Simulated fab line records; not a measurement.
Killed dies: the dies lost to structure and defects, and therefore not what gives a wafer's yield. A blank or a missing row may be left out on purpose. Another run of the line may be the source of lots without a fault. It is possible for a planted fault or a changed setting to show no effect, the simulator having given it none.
Chamber matching || flow n5-finfet || 4 sister chambers for N5_ILD0_ALD_15 on ald-sin-02
The step deposits SiNx, target thk 24 nm, pulse time 1 s, ald cycles 480. 4 wafers are shown with their chamber, then 8 later ones without.

== WAFERS, EACH WITH ITS CHAMBER ==
{"wafer": "L086.4", "chamber": 2, "heater-power-w (W)": 767}
{"wafer": "L086.5", "chamber": 1, "heater-power-w (W)": 959}
{"wafer": "L086.6", "chamber": 0, "heater-power-w (W)": 707}
{"wafer": "L091.1", "chamber": 3, "heater-power-w (W)": 791}

== WAFERS WHOSE CHAMBER IS MISSING ==
{"wafer": "L091.5", "heater-power-w (W)": 946}
{"wafer": "L091.6", "heater-power-w (W)": 709}
{"wafer": "L092.1", "heater-power-w (W)": 731}
{"wafer": "L092.3", "heater-power-w (W)": 957}
{"wafer": "L092.6", "heater-power-w (W)": 762}
{"wafer": "L095.3", "heater-power-w (W)": 786}
{"wafer": "L095.5", "heater-power-w (W)": 705}
{"wafer": "L095.6", "heater-power-w (W)": 906}

== WHICH CHAMBER EACH WENT THROUGH ==
{"wafer": "L091.5", "from the rows above": 1, "in truth": 1}
{"wafer": "L091.6", "from the rows above": 0, "in truth": 0}
{"wafer": "L092.1", "from the rows above": "can't be placed: 0 or 2 or 3", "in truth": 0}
{"wafer": "L092.3", "from the rows above": 1, "in truth": 1}
{"wafer": "L092.6", "from the rows above": "can't be placed: 2 or 3", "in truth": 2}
{"wafer": "L095.3", "from the rows above": "can't be placed: 3 or 2", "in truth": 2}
{"wafer": "L095.5", "from the rows above": 0, "in truth": 0}
{"wafer": "L095.6", "from the rows above": 1, "in truth": 1}
Correct placement for 5 of the 8. From these rows, 3 cannot be placed; in 3 the true chamber is one of the candidates. Wrongly placed: 0.
How it was worked out, from the rows above alone: a wafer's distance from a chamber is the root of the sum, over the readings, of the square of ((its reading less the chamber's mean) divided by the reading's scatter). The wafer belongs to the nearest chamber; if the next one is less than 2 further off, it can't be placed. A chamber's mean is the mean of its shown wafers. The scatter (one wafer shown for each chamber): square how far every hidden wafer sits from the nearest shown wafer, average those squares and take the square root.
